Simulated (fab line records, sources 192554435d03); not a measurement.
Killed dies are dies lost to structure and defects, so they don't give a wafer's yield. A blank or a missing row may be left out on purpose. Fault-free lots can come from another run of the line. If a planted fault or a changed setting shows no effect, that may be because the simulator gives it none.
Split-lot trial + flow n5 finfet + 7 lots, 21 wafers read, on a route of 1938 steps

== THE SPLIT ITSELF ==
At N5_BEOL_M2_PECVD_72 (deposits SiO2 from TEOS/O2, target thk 16 nm, time 18 s), the setting time s was moved away from the recipe's 18 s on 7 of the 21 wafers read, by -12.2% to -5.0%. All remaining wafers had this setting at the recipe value.

The reading comes from the split's own step.

== THE READING ==
SiO2_of_BEOL_M2_PECVD_72.thk nm (the simulator's own value, which no gauge read), in nm, at N5_BEOL_M2_PECVD_72 (deposits SiO2 from TEOS/O2, target thk 16 nm, time 18 s). There is no usual value for it anywhere in the file. The 14 wafers here that ran the recipe average 15.9 nm, standard deviation 0.33 nm.

| wafer  | tool, chamber at the split | time s as run, s | against the recipe | SiO2_of_BEOL_M2_PECVD_72.thk nm, nm | against lot-mates on the recipe |
|--------|----------------------------|------------------|--------------------|-------------------------------------|---------------------------------|
| L076.3 | pecvd-04, 0                | 15.81            | -12.2%             | 14                                  | -2.3                            |
| L076.4 | pecvd-04, 0                | 18               | recipe             | 16.2                                | -                               |
| L076.5 | pecvd-04, 2                | 18               | recipe             | 16.4                                | -                               |
| L078.2 | pecvd-04, 0                | 18               | recipe             | 15.8                                | -                               |
| L078.3 | pecvd-04, 2                | 18               | recipe             | 16                                  | -                               |
| L078.4 | pecvd-04, 2                | 18               | recipe             | 16.2                                | -                               |
| L080.2 | pecvd-04, 0                | 18               | recipe             | 16.2                                | -                               |
| L080.3 | pecvd-04, 2                | 15.89            | -11.7%             | 14                                  | -2.1                            |
| L080.4 | pecvd-04, 2                | 18               | recipe             | 16                                  | -                               |
| L083.2 | pecvd-04, 2                | 18               | recipe             | 15.6                                | -                               |
| L083.3 | pecvd-04, 1                | 18               | recipe             | 15.2                                | -                               |
| L083.6 | pecvd-04, 1                | 17.1             | -5.0%              | 14.8                                | -0.6                            |
| L084.1 | pecvd-01, 0                | 17.1             | -5.0%              | 14.8                                | -1.4                            |
| L084.2 | pecvd-01, 2                | 18               | recipe             | 16.2                                | -                               |
| L084.3 | pecvd-01, 1                | 17.1             | -5.0%              | 15.6                                | -0.6                            |
| L087.1 | pecvd-04, 2,0              | 15.83            | -12.1%             | 13.6                                | -2.4                            |
| L087.2 | pecvd-04, 2,0              | 15.83            | -12.1%             | 13.6                                | -2.4                            |
| L087.4 | pecvd-04, 1                | 18               | recipe             | 16                                  | -                               |
| L090.1 | pecvd-04, 1,2,0            | 18               | recipe             | 15.6                                | -                               |
| L090.2 | pecvd-04, 1,2,0            | 18               | recipe             | 15.6                                | -                               |
| L090.3 | pecvd-04, 1,2,0            | 18               | recipe             | 15.6                                | -                               |
Where a row lists several chambers, the file gives one row for several wafers and doesn't say which wafer went through which chamber.

THE FIT
A straight line over all 21 wafers: SiO2_of_BEOL_M2_PECVD_72.thk nm changes by +0.175 nm for each +1% of time s; r = +0.93; the points scatter about the line by 0.33 nm.
The same after taking each lot's own level away (the mean of its wafers on the recipe; 21 wafers): +0.191 nm for each +1%; r = +0.98; scatter 0.19 nm.
On that fit, the largest move of time s shifts the reading by 2.3 nm.
Across the lots, their own levels run from 15.40 to 16.30 nm, a range of 2.7 times the standard deviation given above.
The two slopes are in agreement: the lot-to-lot level therefore moves the slope only a little.
Check: with one of the wafers moved furthest among these (-12.2%) left out of the fit, the line predicts -2.31 nm for it against its lot-mates. It came out at -2.3 nm against them.

== OTHER SPLITS APPLIED TO THESE WAFERS ==
Before the reading, these wafers also passed through other splits. Each is held against what the fit with the lots' levels taken away leaves over:
| other split on the same wafers    | wafers away from the commonest value | r with SiO2_of_BEOL_M2_PECVD_72.thk nm (lot level and that fit taken away) |
|-----------------------------------|--------------------------------------|----------------------------------------------------------------------------|
| N5_BEOL_M0_SAQP_PECVD_96 time s   | 8                                    | +0.28                                                                      |
| N5_BEOL_M0_SAQP_ALD_48 ald cycles | 5                                    | -0.41                                                                      |
| N5_BEOL_M1_PECVD_72 temp c        | 6                                    | +0.47                                                                      |
| N5_BEOL_M1_COAT_61 spin rpm       | 5                                    | -0.10                                                                      |

== FILE'S OWN FIT ==
SiO2_of_BEOL_M2_PECVD_72.thk nm changes by +0.186 nm for each +1% of time s, r = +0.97.
